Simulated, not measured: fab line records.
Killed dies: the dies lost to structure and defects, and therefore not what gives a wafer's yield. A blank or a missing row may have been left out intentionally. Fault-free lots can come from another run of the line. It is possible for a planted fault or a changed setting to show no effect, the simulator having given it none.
fab line records | flow n5_finfet
[record] lots = 7 wafers = 39
route steps=1938 shown DUMMY_GATE@215 HKMG_FIN@456 MOL_CONTACT_COAG@615
start_h: the number of hours between the record's first day and the start of the first shown wafer of the lot | wait_h: hours from the lot's prior step to this one | " repeats the value in the row above | L1.1+2: several wafers, shown together as one row | - no value present, or no start provided | * or withheld: withheld | < > ~ a bound
route shown NAME@n: NAME is a module with steps in the file, n the number in the route of the first one | usual: mean/standard deviation taken from wafers without a fault | same: alike in all rows | chamber/n: place in a boat | sites: per-site readings | _std_site: their standard deviation | _edge_site: outer sites' mean less inner sites' | radius_mm: how far each site lies from the wafer's centre | mask NAME#n: copy n | behind: the most recent tool/chamber to have shaped the wafer | hold: why the lot was held/for how many hours/how that ended | device: the transistor (n, p or np) that didn't switch | end of line: the route-end tests of the same wafers | a step without rows: its recipe alone | killed: the dies lost at the first sort to structure and to defects; this is not the yield of the wafer | map: per-die view of a wafer (x killed, . not killed, _ where there is no die)
set.NAME: the run value of the setting; set.NAME@STEP: its run value at that earlier step | model.NAME: the simulator's own value behind a step, which no gauge read
lots where settings were altered on purpose, with a table for each step and a row for each wafer
[[steps]]
[step N5_DUMMY_GATE_CVD_03]
[recipe] material = a-Si target_thk_a = 1500 temp_c = 530 precursor = SiH4 time_s = 8042
// columns lot.wafer tool chamber start_h wait_h set.temp_c model.a-Si_of_DUMMY_GATE_CVD_03.thk_nm
L076.1 - - - 0.1 530 152.2
L076.2+4 " - " " 530 151.6
L076.3 " - " " 530 152.8
L076.5 " - " " 530 151.8
L076.6 " - " " 530 152.4
L078.1+5+6 - - - 0.1 544 221.4
L078.2 " - " " 544 222.2
L078.3 " - " " 544 222
L078.4 " - " " 544 223
L089.1 - - - 0.1 509.4 81.6
L089.2+3 " - " " 509.4 82.2
L089.4 " - " " 509.4 81.8
L089.5 " - " " 509.4 80.4
L089.6 " - " " 509.4 81.2
L090.1 - - - 0.1 545.2 226.6
L090.2+6 " - " " 545.2 225.8
L090.3 " - " " 545.2 226
L090.4 " - " " 545.2 227.2
L090.5 " - " " 545.2 225.4
L094.2 lpcvd-02 1/95 156.72 0.1 530 150.2
L094.4 " 1/104 " " 530 148.6
L094.5 " 1/109 " " 530 150.4
L096.1 - - - 3.9 548.1 244.8
L096.2 " - " " 548.1 245.4
L096.3 " - " " 548.1 244.4
L096.4 " - " " 548.1 244.6
L096.5 " - " " 548.1 244.2
L096.6 " - " " 548.1 245
L097.1+3 - - - 0.6 552.6 276.4
L097.2 " - " " 552.6 276.8
L097.4+5 " - " " 552.6 276.6
L097.6 " - " " 552.6 277
[step N5_DUMMY_GATE_PRECLEAN_46]
[recipe] chemistry = DIW time_s = 89.5 temp_c = 23
[step N5_DUMMY_GATE_SRD_47]
[recipe] dry_time_s = 32 dry = n2_spin spin_rpm = 1500
[step N5_DUMMY_GATE_CMP_04]
[recipe] material = a-Si post_cmp_clean = alkaline_brush
[usual] time_to_endpoint_s = 13.1/2.1
// columns lot.wafer tool chamber start_h wait_h set.temp_c@DUMMY_GATE_CVD_03 time_to_endpoint_s
L076.4 cmp-02 3 54.23 0.0 530 11.6
L076.2 " 0 " " 530 11.2
L076.1 " 1 " " 530 12.1
L076.3 " 2 " " 530 15.1
L076.5 " 3 " " 530 12.1
L076.6 " 0 " " 530 13.3
L078.2 cmp-02 2 65.61 0.0 544 22.8
L078.3 " 3 " " 544 23.0
L078.4 " 0 " " 544 27.3
L078.1 " 1 " " 544 22.0
L078.5 " 2 " " 544 22.8
L078.6 " 3 " " 544 23.7
L089.1 cmp-01 1 133.40 0.2 509.4 5.0
L089.2 " 2 " " 509.4 3.8
L089.3 " 3 " " 509.4 2.6
L089.4 " 0 " " 509.4 2.4
L089.6 " 1 " " 509.4 3.8
L089.5 " 2 " " 509.4 0.7
L090.4 cmp-01 3 137.27 0.0 545.2 27.3
L090.1 " 0 " " 545.2 27.1
L090.2 " 1 " " 545.2 28.3
L090.3 " 2 " " 545.2 25.4
L090.6 " 3 " " 545.2 28.8
L090.5 " 0 " " 545.2 28.4
L094.4 cmp-02 3 160.79 0.4 530 14.5
L094.2 " 0 " " 530 15.4
L094.5 " 2 " " 530 16.7
L096.2 cmp-02 3 176.55 0.0 548.1 32.1
L096.4 " 0 " " 548.1 33.2
L096.3 " 1 " " 548.1 32.6
L096.1 " 2 " " 548.1 32.6
L096.5 " 3 " " 548.1 29.6
L096.6 " 0 " " 548.1 31.4
L097.3 cmp-02 0 180.65 0.0 552.6 39.4
L097.1 " 1 " " 552.6 36.3
L097.2 " 2 " " 552.6 38.9
L097.4 " 3 " " 552.6 38.3
L097.5 " 0 " " 552.6 38.4
L097.6 " 1 " " 552.6 35.1
[step N5_DUMMY_GATE_ETCH_42]
[recipe] chemistry = CHF3/O2 target = SiO2 target_depth_a = 35 time_s = 31 ion_energy_ev = 30 bias_w = 12 pressure_mtorr = 30 source_w = 600 Ar_flow_sccm = 200 CHF3_flow_sccm = 50 O2_flow_sccm = 5
[usual] rf_vpp_V = 42.4/0.91
// columns lot.wafer tool chamber start_h wait_h set.bias_w rf_vpp_V
L076.1 rie_diel-01 1 60.15 0.3 10.59 38.7
L076.2 " 3 " " 10.59 39.9
L076.3 " 2 " " 12 41.3
L076.4 " 0 " " 12 43.5
L076.5 " 2 " " 10.59 38.5
L076.6 " 3 " " 12 42.6
L078.1 rie_diel-02 3 71.79 0.1 12 42.8
L078.2 " 0 " " 13.16 46.0
L078.3 " 1 " " 13.16 45.4
L078.4 " 2 " " 13.16 46.9
L078.5 " 2 " " 12 41.1
L078.6 " 1 " " 12 41.6
L089.1 rie_diel-01 3 142.38 0.0 12 42.2
L089.2 " 2 " " 12 39.9
L089.3 " 0 " " 12 43.4
L089.4 " 1 " " 12 40.7
L089.5 " 0 " " 12 41.7
L089.6 " 3 " " 12 42.9
L090.1 rie_diel-02 2 143.26 0.1 12.69 43.0
L090.2 " 3 " " 12 43.1
L090.3 " 0 " " 12 42.5
L090.4 " 2 " " 12.69 45.4
L090.5 " 0 " " 12.69 45.3
L090.6 " 3 " " 12 42.1
L094.2 rie_diel-04 1 169.06 0.2 12 43.6
L094.4 " 3 " " 12 42.8
L094.5 " 2 " " 12 42.4
L096.1 rie_diel-01 0 184.76 0.0 12 43.6
L096.2 " 2 " " 12 41.3
L096.3 " 3 " " 9.722 36.7
L096.4 " 3 " " 9.722 37.1
L096.5 " 0 " " 9.722 35.5
L096.6 " 2 " " 12 41.6
L097.1 rie_diel-04 0 186.65 0.0 12 43.6
L097.2 " 2 " " 12 44.3
L097.3 " 3 " " 12 42.0
L097.4 " 1 " " 12 43.4
L097.5 " 0 " " 12 40.9
L097.6 " 1 " " 12 42.6
[step N5_HKMG_FIN_ALD_21]
[recipe] material = TiN target_thk_a = 15 temp_c = 400 ald_precursor_family = TiCl4 ald_co_reactant = NH3 pulse_time_s = 1 purge_time_s = 3 co_reactant_purge_time_s = 2 co_reactant_pulse_time_s = 2 ald_cycles = 68 pressure_torr = 3
// columns lot.wafer tool chamber start_h wait_h set.ald_cycles model.TiN_of_HKMG_FIN_ALD_21.thk_nm
L076.1+2+4 ald_metal-01 2,0,3 90.51 0.3 68 1.6
L076.3+5+6 " 1,1,0 " " 74 1.6
L078.1 ald_metal-01 0 104.47 0.3 68 1.4
L078.2+3+4+5+6 " 2,1,3,1,2 " " 68 1.6
L089.1+4+6 ald_metal-03 0,2,3 174.39 0.4 79 1.8
L089.2+3+5 " 1,3,2 " " 68 1.4
L090.1+4 ald_metal-03 3,0 176.60 0.3 68 1.6
L090.2+3+5+6 " 1,2,1,2 " " 68 1.4
L094.2+5 ald_metal-03 0 202.34 0.3 68 1.4
L094.4 " 3 " " 68 1.6
L096.1+3+6 ald_metal-02 0,2,1 219.37 0.3 68 1.4
L096.2+4+5 " 1,3,0 " " 76 1.6
L097.1+5+6 ald_metal-01 0,2,1 222.22 0.3 80 1.8
L097.2+3+4 " 1,3,2 " " 68 1.4
[step N5_MOL_CONTACT_COAG_VIA_ETCH_117]
[recipe] chemistry = C4F6/O2 target_depth_a = 400 overetch_a = 80 mask_material = SOC target = SiO2 bias_w = 455 pressure_mtorr = 10 time_s = 26 source_w = 325 Ar_flow_sccm = 300 C4F6_flow_sccm = 10 O2_flow_sccm = 10 ion_energy_ev = 575.3 ends = end_point
// columns lot.wafer tool chamber start_h wait_h set.target_depth_a
L076.1+5+6 rie_diel-03 3,1,0 113.83 0.0 357.5
L076.2+3+4 " 2,1,0 " " 400
L078.1+4+5 rie_diel-06 2,1,3 125.71 0.0 400
L078.2+3+6 " 0,3,2 " " 436.4
L089.1+3+5 rie_diel-06 1,3,1 196.43 0.0 400
L089.2+4+6 " 2,3,2 " " 354.7
L090.1+2+3 rie_diel-05 0,1,2 197.48 0.0 400
L090.4+5+6 " 3,0,1 " " 361.9
L094.2+4+5 rie_diel-03 3,2,1 230.97 0.0 400
L096.1+4+6 rie_diel-03 2,1,2 246.32 0.0 383.3
L096.2+3+5 " 0,3,1 " " 400
L097.1+2+6 rie_diel-06 3,1,0 248.17 0.0 400
L097.3+4+5 " 2,0,1 " " 433.2
[step N5_MOL_CONTACT_COAG_ETCH_124]
[recipe] chemistry = CH3F/O2 target = SiNx target_depth_a = 65 mask_material = SOC stop_on = SiOC over_etch_frac = 0.3 ion_energy_ev = 120 pressure_mtorr = 30 source_w = 395 bias_w = 73 Ar_flow_sccm = 150 CH3F_flow_sccm = 30 O2_flow_sccm = 20 ends = end_point
// columns lot.wafer tool chamber start_h wait_h set.target_depth_a@MOL_CONTACT_COAG_VIA_ETCH_117 model.etch.depth_nm
L076.1 rie_diel-03 3 113.86 0.0 357.5 4.97
L076.2 " 2 " " 400 4.973
L076.3 " 1 " " 400 4.961
L076.4 " 0 " " 400 4.974
L076.5 " 1 " " 357.5 4.937
L076.6 " 0 " " 357.5 4.984
L078.1 rie_diel-06 2 125.74 0.0 400 5.012
L078.2 " 0 " " 436.4 4.762
L078.3 " 3 " " 436.4 4.753
L078.4 " 1 " " 400 4.997
L078.5 " 3 " " 400 4.991
L078.6 " 2 " " 436.4 4.746
L089.1 rie_diel-06 1 196.46 0.0 400 4.996
L089.2 " 2 " " 354.7 4.942
L089.3 " 3 " " 400 4.976
L089.4 " 3 " " 354.7 4.962
L089.5 " 1 " " 400 4.981
L089.6 " 2 " " 354.7 5
L090.1 rie_diel-05 0 197.51 0.0 400 4.98
L090.2 " 1 " " 400 4.96
L090.3 " 2 " " 400 4.964
L090.4 " 3 " " 361.9 4.985
L090.5 " 0 " " 361.9 4.994
L090.6 " 1 " " 361.9 4.97
L094.2 rie_diel-03 3 231.00 0.0 400 5.021
L094.4 " 2 " " 400 5.019
L094.5 " 1 " " 400 5.038
L096.1+4 rie_diel-03 2,1 246.34 0.0 383.3 5.011
L096.2 " 0 " " 400 5.022
L096.3 " 3 " " 400 5.004
L096.5 " 1 " " 400 5.019
L096.6 " 2 " " 383.3 5.019
L097.1+6 rie_diel-06 3,0 248.19 0.0 400 4.998
L097.2 " 1 " " 400 4.985
L097.3 " 2 " " 433.2 4.778
L097.4 " 0 " " 433.2 4.76
L097.5 " 1 " " 433.2 4.765
[[key]]
[split] step = N5_DUMMY_GATE_CVD_03 setting = temp_c stated = 530 by = lot
[response] step = N5_DUMMY_GATE_CVD_03 reading = model.a-Si_of_DUMMY_GATE_CVD_03.thk_nm change = +23.6 per = 1% r = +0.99
[response] step = N5_DUMMY_GATE_CMP_04 reading = time_to_endpoint_s change = * per = 1% r = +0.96
[split] step = N5_DUMMY_GATE_ETCH_42 setting = bias_w stated = 12 by = wafer
[response] step = N5_DUMMY_GATE_ETCH_42 reading = rf_vpp_V change = +0.324 per = 1% r = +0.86
[split] step = N5_HKMG_FIN_ALD_21 setting = ald_cycles stated = 68 by = wafer
[response] step = N5_HKMG_FIN_ALD_21 reading = model.TiN_of_HKMG_FIN_ALD_21.thk_nm change = +0.0201 per = 1% r = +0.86
[split] step = N5_MOL_CONTACT_COAG_VIA_ETCH_117 setting = target_depth_a stated = 400 by = wafer
[response] step = N5_MOL_CONTACT_COAG_ETCH_124 reading = model.etch.depth_nm shape = bent at_lowest = 4.968 at_stated = 4.994 at_highest = 4.754
